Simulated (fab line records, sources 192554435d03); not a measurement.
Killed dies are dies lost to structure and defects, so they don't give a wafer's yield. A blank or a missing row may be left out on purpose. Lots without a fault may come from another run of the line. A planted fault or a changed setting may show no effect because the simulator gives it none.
Which tool did it? | flow n5_finfet | 9 lots, 27 wafers sampled, at 8 steps of a route of 1938

WHAT THE GAUGES READ, wafer by wafer
N5_ZERO_LAYER_INSPECT_20: inspects for defects (darkfield). Usual: raw_defect_count 34, standard deviation 16.
lot  | measured    | on                | raw_defect_count | flag
L674 | day 1 19:15 | defect_inspect-01 | 30 22 26         |
L678 | day 2 19:23 | defect_inspect-02 | 28 37 23         |
L680 | day 3 07:55 | defect_inspect-02 | 21 28 36         |
L684 | day 4 07:41 | defect_inspect-02 | 11 19 15         |
L685 | day 4 13:16 | defect_inspect-01 | 39 27 27         |
L686 | day 4 19:23 | defect_inspect-01 | 24 20 32         |
L694 | day 6 19:46 | defect_inspect-02 | 363 391 380      | OFF
L695 | day 7 01:15 | defect_inspect-02 | 373 383 397      | OFF
L696 | day 7 07:18 | defect_inspect-01 | 14 35 69         |

N5_WELL_APT_CD_MEAS_08: target cd 200 nm. Usual: cd_nm 199.6 nm, standard deviation 1.8.
lot  | measured    | on        | cd_nm (nm)        | flag
L674 | day 1 19:41 | cd_sem-02 | 199.4 201.0 201.3 |
L678 | day 2 19:49 | cd_sem-01 | 201.3 200.4 198.5 |
L680 | day 3 08:20 | cd_sem-03 | 200.3 199.5 201.1 |
L684 | day 4 08:00 | cd_sem-02 | 199.8 199.5 198.8 |
L685 | day 4 13:42 | cd_sem-02 | 199.4 198.1 197.4 |
L686 | day 4 19:41 | cd_sem-03 | 197.6 200.7 199.3 |
L694 | day 6 20:12 | cd_sem-03 | 202.3 198.1 201.2 |
L695 | day 7 01:34 | cd_sem-02 | 198.9 199.9 199.3 |
L696 | day 7 07:36 | cd_sem-02 | 198.7 195.4 197.0 |

N5_WELL_APT_INSPECT_10: inspects for defects (macro). Usual: raw_defect_count 2.2, standard deviation 1.5.
lot  | measured    | on                | raw_defect_count | flag
L674 | day 1 19:44 | defect_inspect-02 | 2 1 2            |
L678 | day 2 19:52 | defect_inspect-01 | 1 2 2            |
L680 | day 3 08:23 | defect_inspect-01 | 2 3 3            |
L684 | day 4 08:03 | defect_inspect-02 | 6 1 2            |
L685 | day 4 13:45 | defect_inspect-01 | 0 4 2            |
L686 | day 4 19:44 | defect_inspect-01 | 3 3 2            |
L694 | day 6 20:15 | defect_inspect-02 | >300 >300 >300   | OFF
L695 | day 7 01:37 | defect_inspect-02 | >300 >300 >300   | OFF
L696 | day 7 07:40 | defect_inspect-02 | 3 1 2            |

N5_WELL_APT_INSPECT_38: inspects for defects (darkfield). Usual: raw_defect_count 14, standard deviation 5.2.
lot  | measured    | on                | raw_defect_count | flag
L674 | day 1 22:52 | defect_inspect-01 | 13 12 20         |
L678 | day 2 22:49 | defect_inspect-01 | 12 13 11         |
L680 | day 3 11:37 | defect_inspect-02 | 14 11 6          |
L684 | day 4 10:59 | defect_inspect-02 | 9 7 19           |
L685 | day 4 17:23 | defect_inspect-02 | 12 19 25         |
L686 | day 4 22:49 | defect_inspect-01 | 14 13 21         |
L694 | day 6 23:44 | defect_inspect-02 | 339 389 386      | OFF
L695 | day 7 04:28 | defect_inspect-02 | 360 366 370      | OFF
L696 | day 7 10:53 | defect_inspect-02 | 18 27 24         |

N5_PMOS_HMC_CHANNEL_EPI_OVL_MEAS_10. Usual: PMOS_HMC_BLK_OVL -0.1 nm, standard deviation 0.82.
lot  | measured    | on         | PMOS_HMC_BLK_OVL (nm) | flag
L674 | day 1 23:20 | overlay-02 | -0.4 -0.5 -1.3        |
L678 | day 2 23:10 | overlay-01 | 0.3 0.3 1.8           |
L680 | day 3 11:57 | overlay-01 | -1.3 -1.3 -0.6        |
L684 | day 4 11:20 | overlay-02 | -0.1 0.5 -0.7         |
L685 | day 4 17:44 | overlay-02 | -1.1 0.3 -0.2         |
L686 | day 4 23:17 | overlay-02 | -0.3 1.4 0.7          |
L694 | day 7 00:13 | overlay-01 | 0.7 0.5 0.5           |
L695 | day 7 04:56 | overlay-02 | 0.6 0.8 1.6           |
L696 | day 7 11:21 | overlay-02 | -1.2 -0.4 -0.2        |

N5_FIN_SAQP_OVL_MEAS_17. Usual: FIN_CORE_OVL 0.1 nm, standard deviation 0.78.
lot  | measured    | on         | FIN_CORE_OVL (nm) | flag
L674 | day 2 04:04 | overlay-02 | -0.9 0.4 1.2      |
L678 | day 3 03:23 | overlay-01 | -0.1 -0.5 -1.2    |
L680 | day 3 16:20 | overlay-01 | -0.4 0.1 1.0      |
L684 | day 4 16:43 | overlay-02 | 0.2 -0.1 -0.5     |
L685 | day 4 23:03 | overlay-01 | 0.4 -1.5 -0.5     |
L686 | day 5 03:27 | overlay-01 | -0.1 0.6 1.7      |
L694 | day 7 04:59 | overlay-02 | -0.7 -0.7 -0.6    |
L695 | day 7 11:23 | overlay-02 | -0.4 -0.2 -0.2    |
L696 | day 7 16:04 | overlay-01 | -0.2 0.2 0.5      |

N5_BEOL_M4_RC_MEAS_101. Usual: DIBL_N 36.2 mV/V, standard deviation 1.6; DIBL_P 36.1 mV/V, standard deviation 2; IOFF_N 0.16 nA/um, standard deviation 0.032; IOFF_P 0.22 nA/um, standard deviation 0.036; ION_N 672 uA/um, standard deviation 11; ION_P 463 uA/um, standard deviation 7.5; SS_N 71.4 mV/dec, standard deviation 0.58; SS_P 73.2 mV/dec, standard deviation 0.67; VT_N 250 mV, standard deviation 3.3; VT_P -250 mV, standard deviation 3.3.
lot  | measured     | on        | DIBL_N (mV/V)  | DIBL_P (mV/V)  | IOFF_N (nA/um) | IOFF_P (nA/um) | ION_N (uA/um) | ION_P (uA/um) | SS_N (mV/dec)  | SS_P (mV/dec)  | VT_N (mV)   | VT_P (mV)      | flag
L674 | day 8 07:29  | prober-01 | 35.8 33.8 35.6 | 35.9 32.6 34.7 | 0.15 0.11 0.15 | 0.24 0.19 0.22 | 678 659 672   | 477 464 470   | 71.1 70.3 71.3 | 73.3 72.6 72.8 | 249 253 248 | -246 -251 -247 |
L678 | day 9 08:32  | prober-01 | 37.3 36.5 34.3 | 36.4 34.5 33.2 | 0.17 0.17 0.13 | 0.23 0.20 0.18 | 673 678 668   | 467 459 457   | 71.5 71.8 70.1 | 73.2 72.7 72.1 | 250 247 249 | -247 -249 -250 |
L680 | day 9 21:27  | prober-02 | 34.3 33.2 35.8 | 33.8 33.0 37.2 | 0.13 0.12 0.16 | 0.17 0.15 0.22 | 659 648 670   | 452 440 458   | 71.4 70.8 71.2 | 72.2 72.7 73.9 | 255 257 249 | -256 -258 -252 |
L684 | day 10 22:03 | prober-01 | 35.3 36.7 36.0 | 35.8 37.5 36.4 | 0.15 0.18 0.15 | 0.24 0.27 0.24 | 675 681 677   | 474 474 471   | 71.6 72.1 71.7 | 72.6 73.8 73.5 | 250 247 250 | -246 -243 -247 |
L685 | day 11 06:59 | prober-02 | 33.7 35.4 36.2 | 33.0 35.0 35.8 | 0.12 0.15 0.18 | 0.19 0.23 0.23 | 657 681 686   | 461 468 474   | 70.5 71.2 71.4 | 72.0 72.8 73.0 | 252 250 247 | -246 -245 -244 |
L686 | day 11 13:42 | prober-02 | 37.5 39.5 37.5 | 39.2 41.9 39.3 | 0.22 0.26 0.20 | 0.26 0.31 0.25 | 680 693 690   | 463 475 472   | 71.8 73.1 71.6 | 74.1 74.5 74.0 | 243 243 245 | -250 -246 -250 |
L694 | day 13 06:59 | prober-02 | 33.0 38.4 35.4 | 30.8 38.8 34.2 | 0.11 0.20 0.13 | 0.15 0.27 0.19 | 649 676 670   | 449 463 463   | 71.1 71.9 71.2 | 72.6 74.0 72.6 | 257 248 251 | -254 -244 -249 |
L695 | day 14 11:01 | prober-02 | 33.9 35.4 34.7 | 34.4 37.0 36.1 | 0.12 0.14 0.13 | 0.17 0.20 0.19 | 661 679 669   | 464 466 466   | 70.6 70.3 70.5 | 71.7 72.9 72.2 | 254 253 254 | -253 -249 -252 |
L696 | day 15 03:51 | prober-02 | 38.7 36.5 34.7 | 39.5 37.2 35.7 | 0.20 0.16 0.13 | 0.25 0.22 0.20 | 694 679 661   | 469 470 465   | 72.4 72.2 71.4 | 73.6 73.4 72.2 | 244 250 252 | -246 -247 -252 |

WHICH TOOL RAN EACH LOT (tool, then ch and the chambers of the sampled wafers, then the start)
lot  | N5_ZERO_LAYER_ETCH_17
L674 | rie_diel-04 ch 1,2, day 1 18:43
L678 | rie_diel-05 ch 1,2,3, day 2 18:50
L680 | rie_diel-04 ch 0,1,3, day 3 07:11
L684 | rie_diel-04 ch 2,3, day 4 07:09
L685 | rie_diel-05 ch 2,3, day 4 12:43
L686 | rie_diel-04 ch 1,2, day 4 18:50
L694 | rie_diel-05 ch 0,1,2, day 6 19:13
L695 | rie_diel-05 ch 1,2, day 7 00:43
L696 | rie_diel-03 ch 0,1,2, day 7 06:46
- N5_ZERO_LAYER_ETCH_17: etches SiO2 in CF4, target depth 12 nm, time 13.3 s.

WHAT THE TOOLS THEMSELVES READ (means of the sampled wafers that have a number; where no wafer has one, the mark that the record gives instead)
N5_ZERO_LAYER_ETCH_17. Usual: drypump_motor_current_A 5.6 A, standard deviation 0.48; oes_product_au 0.76 a.u., standard deviation 0.054; rf_vpp_V 949 V, standard deviation 3.3; showerhead_plenum_p_Torr 2.14 Torr, standard deviation 0.049; throttle_valve_pct 15.71 %, standard deviation 0.13.
lot  | tool        | drypump_motor_current_A (A) | oes_product_au (a.u.) | rf_vpp_V (V) | showerhead_plenum_p_Torr (Torr) | throttle_valve_pct (%) | flag
L674 | rie_diel-04 | 5.8                         | 0.79                  | 949          | 2.13                            | 15.77                  |
L678 | rie_diel-05 | 5.6                         | 0.76                  | 949          | 2.14                            | 15.60                  |
L680 | rie_diel-04 | 5.6                         | 0.76                  | 949          | 2.14                            | 15.79                  |
L684 | rie_diel-04 | 5.5                         | 0.70                  | 945          | 2.09                            | 15.76                  |
L685 | rie_diel-05 | 5.5                         | 0.76                  | 948          | 2.14                            | 15.55                  |
L686 | rie_diel-04 | 6.2                         | 0.74                  | 944          | 2.08                            | 15.71                  |
L694 | rie_diel-05 | 5.5                         | 0.72                  | 950          | 2.16                            | 15.69                  |
L695 | rie_diel-05 | 5.4                         | 0.71                  | 948          | 2.13                            | 15.61                  |
L696 | rie_diel-03 | 5.2                         | 0.77                  | 949          | 2.15                            | 15.65                  |

THE ANSWER, worked out from the rows above alone
Rule: a lot is off if the mean of its wafers that have a number lies more than 3 standard deviations from the usual mean. A lot without any number at a reading at which 4 lots or more have one is off too. The other lots that the step has rows for count as sound. The gauges are gone through in route order, then the tools' own readings, and for those a lot's mean is taken as printed above. The first step at which some lot is off is used, and at that step the reading that is off furthest; a lot without a number counts as furthest.
Off: L694, L695, at N5_ZERO_LAYER_INSPECT_20 (raw_defect_count).
A tool fits if, at a process step before that reading, it ran every lot that is off, and no sound lot after the first of them. The gauges at N5_ZERO_LAYER_INSPECT_20 are tried like those tools. Can't be told from this: 2 tools fit, rie_diel-05 at N5_ZERO_LAYER_ETCH_17, defect_inspect-02 at N5_ZERO_LAYER_INSPECT_20.

WHAT THE SIMULATOR HAD PUT IN
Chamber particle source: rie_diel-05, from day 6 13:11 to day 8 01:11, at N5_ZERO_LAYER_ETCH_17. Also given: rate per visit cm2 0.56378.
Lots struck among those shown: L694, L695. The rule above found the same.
